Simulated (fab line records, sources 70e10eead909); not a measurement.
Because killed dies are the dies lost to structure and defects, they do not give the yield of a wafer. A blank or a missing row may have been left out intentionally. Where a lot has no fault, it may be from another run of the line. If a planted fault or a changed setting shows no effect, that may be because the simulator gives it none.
fab line records	flow nand_harc
record: lots: 11	wafers: 33	last_day: 33
route steps=1302 shown A_CHANNEL_HOLE_D2@597 A_CHANNEL_FILL_D2@632 END@1302
lots that met no fault: from a run of the same line without faults
start_h: the number of hours between the record's first day and the start of the first shown wafer of the lot	wait_h: how many hours have passed since the lot's step before this one	" unchanged from the row above	L1.1+2: a single row standing in for several wafers	- no value present, or no start provided	* or withheld: withheld	< > ~ a bound
route shown NAME@n: NAME is a module with steps in the file, n the number in the route of the first one	usual: mean/standard deviation taken from wafers without a fault	same: alike in all rows	chamber/n: place in a boat	sites: per-site readings	_std_site: standard deviation across them	_edge_site: mean of outer sites minus mean of inner sites	radius_mm: for every site, how far away it sits from the centre of the wafer	mask NAME#n: copy n	behind: the last tool/chamber to shape the wafer	hold: cause of the lot's hold/its duration in hours/its outcome	device: the transistor (n, p or np) that didn't switch	end of line: at the end of the route, the tests of the same wafers	a step given without rows: its recipe and nothing more	killed: dies lost to structure and defects at the first sort, not the wafer's yield	map: a wafer's dies, marking killed ones x, the rest . and places with no die _
set.NAME: the run value of the setting; set.NAME@STEP: its run value at that earlier step	model.NAME: the simulator's own value behind a step, which no gauge read
one table for each step of the route and one row for each wafer, over a sample of lots
services: a tool's chamber out of use, with start hour (start_h, from the record's first day; less than 0 if before it), hours out, and reason
== steps ==
step: NHARC_A_CHANNEL_HOLE_D2_ETCH_25
recipe: bias_v: 5000	source_w: withheld	pressure_mtorr: 20	time_s: 1040.2	ar_flow_sccm: 375	c4f8_flow_sccm: 93.8	o2_flow_sccm: 31.2	temp_c: -20	target_depth_a: 15000	chemistry: C4F8/O2/Ar
usual: drypump_motor_current_A: 5.9/0.6	showerhead_plenum_p_Torr: 3.71/0.1	throttle_valve_pct: 32.236/0.0089
lot.wafer	tool	chamber	start_h	wait_h	drypump_motor_current_A	rf_hours_counter_h	showerhead_plenum_p_Torr	throttle_valve_pct
L484.1	har_etch-01	0	289.67	0.6	6.0	144	3.70	32.233
L484.6	"	0	"	"	6.0	-	3.70	32.225
L484.5	"	1	"	"	5.1	-	3.70	32.243
L486.1	har_etch-01	0	301.70	0.7	6.0	152	3.70	32.242
L486.3	"	0	"	"	6.0	-	3.70	32.238
L486.6	"	1	"	"	5.1	-	3.69	32.238
L488.1	har_etch-01	0	331.62	0.6	6.0	171	3.68	32.244
L488.2	"	1	"	"	5.0	171	3.68	32.224
L488.6	"	0	"	"	6.0	-	3.68	32.236
L492.3	har_etch-01	0	391.15	0.7	6.0	-	3.67	32.241
L492.5	"	1	"	"	5.1	-	3.67	32.250
L492.6	"	0	"	"	6.0	-	3.67	32.245
L493.2	har_etch-01	0	395.03	0.7	6.0	206	3.67	32.237
L493.4	"	1	"	"	5.0	-	3.67	32.246
L493.3	"	0	"	"	6.0	-	3.67	32.241
L496.4	har_etch-02	1	423.07	0.7	6.7	-	3.64	32.237
L496.5	"	1	"	"	6.7	-	3.64	32.240
L496.6	"	0	"	"	6.1	-	3.90	32.244
L503.3	har_etch-01	1	495.77	0.7	5.0	-	3.63	32.234
L503.4	"	0	"	"	6.0	-	3.63	32.216
L503.5	"	1	"	"	5.1	-	3.63	32.242
L504.2	har_etch-01	0	511.64	0.6	6.0	278	3.63	32.236
L504.1	"	1	"	"	5.0	278	3.63	32.241
L504.5	"	1	"	"	5.0	-	3.63	32.235
L507.3	har_etch-02	0	522.17	0.7	6.1	-	3.87	32.227
L507.4	"	1	"	"	6.7	-	3.61	32.233
L507.5	"	1	"	"	6.7	-	3.61	32.224
L505.4	har_etch-01	0	522.86	0.7	6.0	-	3.62	32.244
L505.6	"	0	"	"	5.9	-	3.63	32.251
L505.5	"	1	"	"	5.0	-	3.62	32.241
L506.2	har_etch-02	1	526.04	0.6	6.8	79	3.61	32.237
L506.3	"	0	"	"	6.1	-	3.87	32.225
L506.5	"	0	"	"	6.1	-	3.87	32.226
step: NHARC_A_CHANNEL_HOLE_D2_ETCH_44
recipe: target_depth_a: 1400	overetch_a: 140	time_s: 77	ion_energy_ev: 100	cf4_flow_sccm: 80	o2_flow_sccm: 20	ar_flow_sccm: 0	rf_w: 300	bias_w: 100	chemistry: CF4/O2
usual: drypump_motor_current_A: 5.9/0.52	oes_ar_750_au: 1.000/0.0044	oes_product_au: 1.001/0.01	rf_vpp_V: 197.6/1.5	showerhead_plenum_p_Torr: 1.33/0.061	throttle_valve_pct: 13.396/0.0087
lot.wafer	tool	chamber	start_h	wait_h	drypump_motor_current_A	oes_ar_750_au	oes_product_au	rf_hours_counter_h	rf_vpp_V	showerhead_plenum_p_Torr	throttle_valve_pct
L484.1	rie_diel-07	1	291.49	0.1	5.6	1.002	0.989	11	196.3	1.28	13.401
L484.5	"	1	"	"	5.6	1.002	0.992	-	196.2	1.28	13.400
L484.6	"	2	"	"	6.0	0.998	0.999	-	198.6	1.37	13.377
L486.1	rie_diel-08	3	303.40	0.1	6.8	1.003	1.001	5	199.5	1.38	13.397
L486.3	"	1	"	"	5.2	0.999	0.988	8	199.0	1.41	13.398
L486.6	"	2	"	"	6.2	0.999	0.993	-	196.3	1.26	13.393
L488.2	rie_diel-07	1	333.46	0.1	5.6	0.997	0.997	2	198.5	1.28	13.383
L488.1	"	2	"	"	6.0	1.007	0.997	1	200.0	1.37	13.392
L488.6	"	0	"	"	5.1	0.993	1.006	-	200.0	1.43	13.395
L492.3	rie_diel-08	3	392.55	0.1	6.8	1.004	1.009	2	198.0	1.38	13.399
L492.6	"	1	"	"	5.2	0.990	0.982	-	198.5	1.41	13.395
L492.5	"	2	"	"	6.2	0.998	1.006	-	195.9	1.26	13.387
L493.2	rie_diel-08	3	396.70	0.1	6.8	0.995	1.008	2	199.2	1.38	13.402
L493.3	"	0	"	"	5.7	0.995	1.009	1	197.3	1.34	13.397
L493.4	"	2	"	"	6.2	0.998	1.003	2	196.4	1.26	13.399
L496.4	rie_diel-07	1	424.62	0.1	5.6	1.004	0.996	7	196.7	1.28	13.387
L496.5	"	2	"	"	6.0	0.999	0.997	-	198.1	1.37	13.387
L496.6	"	3	"	"	6.4	0.996	0.991	-	195.7	1.28	13.400
L503.4	rie_diel-07	2	497.31	0.1	6.0	1.008	1.004	0	199.1	1.37	13.400
L503.3	"	3	"	"	6.4	0.998	1.007	0	196.4	1.27	13.392
L503.5	"	1	"	"	5.6	1.002	1.009	-	196.7	1.28	13.400
L504.1	rie_diel-08	1	513.45	0.1	5.2	1.001	0.992	7	199.6	1.41	13.389
L504.2	"	2	"	"	6.2	0.998	1.014	8	196.4	1.26	13.386
L504.5	"	1	"	"	5.2	1.000	0.988	-	199.1	1.41	13.396
L507.4	rie_diel-02	3	523.71	0.1	6.0	1.002	1.008	6	197.1	1.28	13.396
L507.3	"	1	"	"	6.0	1.003	1.007	6	196.1	1.26	13.397
L507.5	"	3	"	"	5.9	0.994	1.009	-	196.9	1.28	13.406
L505.4	rie_diel-02	2	524.39	0.0	6.0	1.000	1.003	6	195.7	1.26	13.416
L505.6	"	2	"	"	6.0	1.002	1.004	-	196.0	1.26	13.403
L505.5	"	3	"	"	6.0	0.994	1.018	-	197.2	1.28	13.408
L506.2	rie_diel-08	1	527.86	0.1	5.2	1.005	0.982	8	199.1	1.41	13.396
L506.3	"	3	"	"	6.9	1.002	1.009	9	199.7	1.38	13.403
L506.5	"	2	"	"	6.2	0.993	1.011	-	196.9	1.26	13.393
step: NHARC_A_CHANNEL_FILL_D2_CVD_09
recipe: target_thk_a: 1500	temp_c: 620	pressure_mtorr: 200	time_s: 3000	material: poly-Si
usual: pressure_mtorr: 199.9/0.41	spike_tc_bottom_C: 639/4.5	spike_tc_centre_C: 621.4/1.6	spike_tc_lower_C: 620.4/1.5	spike_tc_top_C: 639/3.3	spike_tc_upper_C: 618.5/1.1	tube_center_temp_C: 620.01/0.054	zone_power_lower_pct: 8.66/0.28
lot.wafer	tool	chamber	start_h	wait_h	pressure_mtorr	spike_tc_bottom_C	spike_tc_centre_C	spike_tc_lower_C	spike_tc_top_C	spike_tc_upper_C	tube_center_temp_C	zone_power_lower_pct
L484.1	lpcvd_poly-03	0	337.20	2.3	199.5	633	619.6	619.2	636	618.1	620.04	8.49
L484.5	"	0	"	"	199.2	633	621.9	620.3	636	621.8	619.94	8.50
L484.6	"	0	"	"	199.1	634	619.5	620.3	636	618.0	620.06	8.47
L486.1	lpcvd_poly-04	0	348.85	2.3	200.2	642	622.4	619.3	638	620.1	620.01	8.88
L486.3	"	0	"	"	200.9	642	622.5	623.2	640	619.1	620.02	8.96
L486.6	"	0	"	"	200.5	643	622.7	621.7	642	617.5	619.99	8.96
L488.1	lpcvd_poly-04	0	378.24	2.3	200.0	645	623.5	621.0	641	618.7	619.97	8.77
L488.2	"	0	"	"	200.0	643	622.4	621.5	640	618.3	620.04	9.05
L488.6	"	0	"	"	200.1	643	623.9	621.5	640	618.3	619.89	8.86
L492.3	lpcvd_poly-04	0	438.38	2.3	200.4	598	579.5	578.1	598	575.2	576.84	8.03
L492.5	"	0	"	"	199.8	599	580.5	578.9	598	574.5	576.86	7.91
L492.6	"	0	"	"	200.3	600	579.0	576.9	597	574.3	576.82	7.90
L493.2	lpcvd_poly-04	0	442.80	2.3	199.9	600	582.0	578.2	598	574.9	576.83	7.98
L493.3	"	0	"	"	199.2	600	579.7	578.9	597	576.7	576.86	7.93
L493.4	"	0	"	"	199.7	601	581.0	579.2	600	575.9	576.79	7.85
L496.4	lpcvd_poly-04	0	470.72	2.3	200.6	600	578.7	580.1	598	576.8	576.8	7.91
L496.5	"	0	"	"	199.7	599	579.6	576.4	598	574.9	576.85	7.88
L496.6	"	0	"	"	199.9	600	578.8	578.6	598	574.5	576.76	8.05
L503.3	lpcvd_poly-03	0	543.34	2.4	200.0	635	619.1	618.6	637	618.2	619.97	8.35
L503.4	"	0	"	"	199.9	635	620.1	620.8	636	619.9	620.03	8.26
L503.5	"	0	"	"	200.0	634	621.4	617.9	637	619.1	620.01	8.49
L504.1	lpcvd_poly-04	0	560.48	2.3	199.8	643	622.8	620.9	637	617.7	619.92	9.08
L504.2	"	0	"	"	200.4	644	622.1	621.7	638	617.3	620.07	9.03
L504.5	"	0	"	"	200.7	644	622.5	622.1	639	618.2	620.14	8.91
L505.4	lpcvd_poly-03	0	568.59	2.3	199.9	633	619.4	620.8	635	617.5	620.05	8.25
L505.5	"	0	"	"	200.2	632	620.6	619.6	637	620.0	620	8.41
L505.6	"	0	"	"	200.1	633	620.7	620.5	636	620.0	619.94	8.36
L507.3	lpcvd_poly-03	0	568.59	2.3	200.2	634	622.7	619.4	636	618.1	620.02	8.33
L507.4	"	0	"	"	199.7	634	619.4	619.8	637	619.1	620.01	8.39
L507.5	"	0	"	"	200.1	634	621.1	619.6	637	620.1	620.03	8.47
L506.2	lpcvd_poly-04	0	574.56	2.3	199.9	643	622.4	622.0	641	618.0	620	8.89
L506.3	"	0	"	"	199.7	642	622.6	622.8	639	617.0	620.08	8.99
L506.5	"	0	"	"	199.4	643	622.2	621.5	639	618.2	620.1	9.03
step: NHARC_A_CHANNEL_FILL_D2_CMP_10
recipe: target_thk_nm: 150
usual: motor_current_A: 11.8/0.82	time_to_endpoint_s: 15.0/2.5
lot.wafer	tool	chamber	start_h	wait_h	motor_current_A	time_to_endpoint_s
L484.1	cmp-03	3	340.47	0.4	11.9	14.1
L484.5	"	0	"	"	10.5	15.5
L484.6	"	1	"	"	12.9	14.1
L486.3	cmp-04	2	352.12	0.4	12.0	11.2
L486.1	"	0	"	"	11.6	16.2
L486.6	"	1	"	"	12.0	16.7
L488.2	cmp-04	1	381.45	0.4	12.9	15.0
L488.1	"	2	"	"	11.6	7.3
L488.6	"	1	"	"	12.6	14.6
L492.3	cmp-04	3	441.54	0.4	12.4	7.0
L492.6	"	2	"	"	12.1	0.7
L492.5	"	3	"	"	12.1	8.3
L493.2	cmp-02	2	445.99	0.4	12.2	5.6
L493.4	"	3	"	"	11.9	3.8
L493.3	"	0	"	"	12.1	6.8
L496.4	cmp-03	1	473.92	0.4	12.5	9.8
L496.5	"	1	"	"	12.3	8.1
L496.6	"	2	"	"	12.9	3.9
L503.4	cmp-04	0	546.54	0.4	11.5	18.6
L503.3	"	1	"	"	11.6	17.7
L503.5	"	3	"	"	12.3	16.5
L504.2	cmp-03	2	563.70	0.4	12.6	14.8
L504.1	"	3	"	"	12.4	13.2
L504.5	"	1	"	"	12.3	15.7
L507.4	cmp-03	0	571.80	0.4	10.1	15.2
L507.3	"	3	"	"	11.1	15.0
L507.5	"	1	"	"	12.3	15.5
L505.4	cmp-02	0	571.83	0.4	12.5	13.8
L505.6	"	3	"	"	11.6	11.3
L505.5	"	0	"	"	12.4	17.0
L506.3	cmp-03	1	577.79	0.4	13.2	18.2
L506.2	"	2	"	"	12.8	16.0
L506.5	"	1	"	"	12.2	18.3
step: NHARC_A_CHANNEL_FILL_D2_INSPECT_13
usual: raw_defect_count: 385/110
lot.wafer	tool	chamber	start_h	wait_h	raw_defect_count
L484.1	defect_inspect-01	-	341.01	0.2	291
L484.5	"	-	"	"	389
L484.6	"	-	"	"	528
L486.1	defect_inspect-02	-	352.88	0.2	308
L486.3	"	-	"	"	458
L486.6	"	-	"	"	386
L488.1	defect_inspect-02	-	382.18	0.2	454
L488.2	"	-	"	"	298
L488.6	"	-	"	"	315
L492.3	defect_inspect-01	-	442.14	0.1	293
L492.5	"	-	"	"	494
L492.6	"	-	"	"	362
L493.2	defect_inspect-02	-	446.61	0.1	487
L493.3	"	-	"	"	407
L493.4	"	-	"	"	467
L496.4	defect_inspect-02	-	474.54	0.1	212
L496.5	"	-	"	"	264
L496.6	"	-	"	"	241
L503.3	defect_inspect-01	-	547.14	0.1	176
L503.4	"	-	"	"	312
L503.5	"	-	"	"	324
L504.1	defect_inspect-02	-	564.28	0.2	433
L504.2	"	-	"	"	527
L504.5	"	-	"	"	386
L505.4	defect_inspect-01	-	572.42	0.1	558
L505.5	"	-	"	"	585
L505.6	"	-	"	"	502
L507.3	defect_inspect-02	-	572.42	0.1	258
L507.4	"	-	"	"	275
L507.5	"	-	"	"	233
L506.2	defect_inspect-01	-	578.42	0.1	618
L506.3	"	-	"	"	275
L506.5	"	-	"	"	309
step: NHARC_END_SORT_01
recipe: temp_c: 25
usual: killed_at_array: 52/18	killed_at_other: 1.2/1.5	killed_at_periphery: 4/3.2	killed_dies: 57/17	killed_open: 3.1/1.9	killed_short: 2.5/1.7
same: gross_dies: 677
lot.wafer	tool	chamber	start_h	wait_h	killed_at_array	killed_at_other	killed_at_periphery	killed_dies	killed_open	killed_short
L488.1	prober-01	0	586.29	2.5	68	1	0	69	4	0
L488.2	prober-01	0	587.08	2.8	67	2	3	72	3	1
L488.6	prober-01	0	590.24	4.0	67	1	4	72	5	3
killed by level:class
L488.1 A_SLIT:chamber_film_flake=31 A_CHANNEL_HOLE_D1:chamber_film_flake=23 A_CHANNEL_HOLE_D2:chamber_film_flake=6 A_STAIRCASE:chamber_film_flake=2 A_DECK1_JOINT:geometric_particle:open=1 A_ONON_D2:geometric_particle:open=1 A_CONTACT:geometric_particle:open=1 A_M1:geometric_particle:open=1
L488.2 A_CHANNEL_HOLE_D1:chamber_film_flake=37 A_SLIT:chamber_film_flake=15 A_CHANNEL_HOLE_D2:chamber_film_flake=8 A_ZERO_WELL:chamber_film_flake=2 P_M0:geometric_particle:open=1 A_WL_FILL:geometric_particle:open=1 A_WL_FILL:geometric_particle:short=1 STARTING-WAFER:geometric_particle:open=1
L488.6 A_CHANNEL_HOLE_D1:chamber_film_flake=24 A_SLIT:chamber_film_flake=20 A_CHANNEL_HOLE_D2:chamber_film_flake=7 A_CONTACT:chamber_film_flake=4 A_STAIRCASE:chamber_film_flake=3 A_ONON_D2:geometric_particle:short=2 P_M0:chamber_film_flake=2 P_M0:geometric_particle:open=1
== services ==
tool	chamber	start_h	hours	kind
cmp-04	-	290.81	1.7	repair
rie_diel-07	-	294.20	9.0	pm
lpcvd_poly-03	-	296.19	16.4	repair
cmp-04	-	307.60	4.0	pm
rie_diel-08	3	330.01	16.1	repair
cmp-03	-	353.78	1.9	repair
cmp-04	-	355.32	3.1	repair
cmp-03	-	358.12	4.0	pm
rie_diel-08	-	367.94	9.0	pm
rie_diel-07	-	369.14	7.5	repair
lpcvd_poly-03	-	387.60	26.0	pm
cmp-04	-	405.60	4.0	pm
rie_diel-07	1	418.85	2.8	repair
cmp-04	-	423.78	2.1	repair
cmp-03	-	431.83	1.8	repair
cmp-04	-	450.57	0.8	repair
cmp-03	-	456.12	4.0	pm
rie_diel-07	-	471.20	9.0	pm
cmp-04	-	489.56	1.0	repair
cmp-04	-	503.60	4.0	pm
cmp-03	-	522.90	6.1	repair
cmp-03	-	529.57	0.8	repair
rie_diel-08	-	544.94	9.0	pm
cmp-03	-	554.12	4.0	pm
== key ==
first_sign: step: NHARC_A_CHANNEL_FILL_D2_CVD_09	reading: tube_center_temp_C	direction: down	sigmas: 99+	usual: *	struck: *
effect: step: NHARC_A_CHANNEL_FILL_D2_CVD_09	reading: spike_tc_upper_C	direction: down	sigmas: 41	usual: 618.5	struck: 575.3
effect: step: NHARC_A_CHANNEL_FILL_D2_CMP_10	reading: time_to_endpoint_s	direction: down	sigmas: 3.6	usual: *	struck: *
met_at NHARC_A_CHANNEL_FILL_D2_CVD_09
struck_lots L492,L493,L496
tester_left_out L492,L493,L496
not_acting_at NHARC_A_CHANNEL_HOLE_D2_ETCH_25,NHARC_A_CHANNEL_HOLE_D2_ETCH_44,NHARC_A_CHANNEL_FILL_D2_INSPECT_13
fault: kind: process_parameter_drift	tool: lpcvd_poly-04	chamber: -	onset_h: 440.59	steps: NHARC_A_CHANNEL_FILL_D2_CVD_09	channel: temp_c	offset: *	shape: step	end_h: 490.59	acts_in: *	stated: *
tester_left_out: of these lots the tester's yield and bins aren't shown, on N5 and GAA mostly nor the transistor test; their killed dies are dies lost to structure and defects alone, not to doping, threshold or leakage, so they don't give the yield
